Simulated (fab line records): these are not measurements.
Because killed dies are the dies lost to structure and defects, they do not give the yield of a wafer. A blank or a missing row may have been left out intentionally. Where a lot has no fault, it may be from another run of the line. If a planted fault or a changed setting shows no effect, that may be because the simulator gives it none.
Struck lot and sound lot, side by side	flow n5 finfet	36 out of 1938 route steps
Sound: wafers L797.1, L797.3, L797.5. The struck wafers were L808.2, L808.5, L808.6. At the end, the cause is stated.
Order at every step that has rows: each side's tool, ch and its chambers, its first start. Under that, the readings that differ: sound wafers	struck wafers	difference of the means	sigmas: that difference in standard deviations of wafers without a fault.
alike: readings whose means differ by less than 2 such deviations, and words and numbers that are the same on both sides. not compared: withheld readings, readings that some wafer has no value for, bounds like >300 that may hide the same value, and numbers for which the record gives no deviation and whose values overlap.
Wherever a step has rows on one side only, a row that says differs or no value, or a row with sigmas, the two part there. When numbers do not overlap yet have no deviation, they are printed without sigmas and do not part them. A reading that every wafer of one side lacks parts them only if that side has two wafers or more.

first, 9 steps without rows for these wafers: N5_BEOL_M4_ANNEAL_95 (time 240 s); N5_BEOL_M4_SPUTTER_96 (material Cu, target thk 4.5 nm, time 8.29 s); N5_BEOL_M4_ECD_50 (material Cu, target thk 300 nm); N5_BEOL_M4_ANNEAL_51 (time 90 s); N5_BEOL_M4_CMP_52 (polishes, stops on SiOC, t overpolish 6.8 s, target thk 40 nm); N5_BEOL_M4_PRE_CLEAN_60 (time 15 s); N5_BEOL_M4_CO_CAP_55 (material Co, precursor CCTBA/H2, target thk 2 nm, time 102.1 s); N5_BEOL_M4_PRE_CLEAN_56 (time 15 s); N5_BEOL_M4_DEP_57 (deposits SiCN from 3MS/NH3, target thk 8 nm, time 14 s).
N5_BEOL_M4_RC_MEAS_101:
  sound on prober-01 ch 0, day 9 10:09; struck on prober-01 ch 0, day 11 17:28
  alike: DIBL_N, DIBL_P, IOFF_N, IOFF_P, ION_N, ION_P, SS_N, SS_P, VT_N, VT_P
then, 24 steps without rows for these wafers: N5_BEOL_M5_ILD_DEP_00 (deposits SiCOH lowk from DEMS/porogen, target thk 140.64 nm, time 25.9 s); N5_BEOL_M5_CURE_79 (cures SiCOH lowk, time 240 s); N5_BEOL_M5_PECVD_70 (deposits SiO2 from TEOS/O2, target thk 16 nm, time 18 s); N5_BEOL_M5_HM_DEP_02 (deposits TiN, target thk 20 nm); N5_BEOL_M5_COAT_59 (time 60 s, resist thk 60 nm); N5_BEOL_M5_COAT_60 (time 60 s, resist thk 12 nm); N5_BEOL_M5_COAT_71 (time 60 s, resist thk 5 nm); N5_BEOL_M5_COAT_05 (resist thk 30 nm); N5_BEOL_M5_EBR_07; N5_BEOL_M5_SOFTBAKE_06 (time 60 s); N5_BEOL_M5_EXPOSE_08 (exposes mask M5, target cd 28 nm); N5_BEOL_M5_PEB_09 (peb time 60 s); N5_BEOL_M5_DEVELOP_10 (develop time 30 s); N5_BEOL_M5_DESCUM_16 (chemistry O2, time 7 s); N5_BEOL_M5_ETCH_72 (etches underlayer in N2/H2, target depth 6.5 nm, time 5.2 s); N5_BEOL_M5_ETCH_61 (etches SiARC in CF4, target depth 15.6 nm, time 26 s); N5_BEOL_M5_ETCH_62 (etches SOC in N2/H2, target depth 75 nm, overetch 15 nm, time 112.5 s); N5_BEOL_M5_STRIP_63 (strips in N2/H2); N5_BEOL_M5_STRIP_73 (strips in N2/H2); N5_BEOL_M5_STRIP_64 (strips in CF4); N5_BEOL_M5_HM_OPEN_17 (chemistry Cl2/BCl3, target TiN, target depth 20 nm, overetch 6 nm); N5_BEOL_M5_STRIP_19 (strips in O2); N5_BEOL_M5_COAT_65 (time 60 s, resist thk 60 nm); N5_BEOL_M5_COAT_66 (time 60 s, resist thk 12 nm).
-- here the record skips 4 days between the struck wafers' starts before and after, leaving off in module BEOL_M5 and picking up in module MIM_TOP (first step shown: number 1838 of the route) --
N5_MIM_TOP_SPUTTER_03: material TiN, target thk 35 nm, time 89.7 s.
  sound: pvd sputter-01 at day 13 09:30; struck: pvd sputter-01 at day 15 16:20
  no value came back on the struck wafers for cathode dc power W (W), chamber pressure pa (Pa), throttle valve pct (%); on the sound wafers cathode dc power W (W) reads 2999.9 2999.6 3000.0
N5_PASSIVATION_PROBE_49:
  only the struck wafers here have rows in the record (prober-01, day 16 03:29); the sound ones have none

== WHERE THEY PART ==
Earliest at N5_MIM_TOP_SPUTTER_03; latest, in this record, at N5_PASSIVATION_PROBE_49.

WHY: the cause the simulator had injected
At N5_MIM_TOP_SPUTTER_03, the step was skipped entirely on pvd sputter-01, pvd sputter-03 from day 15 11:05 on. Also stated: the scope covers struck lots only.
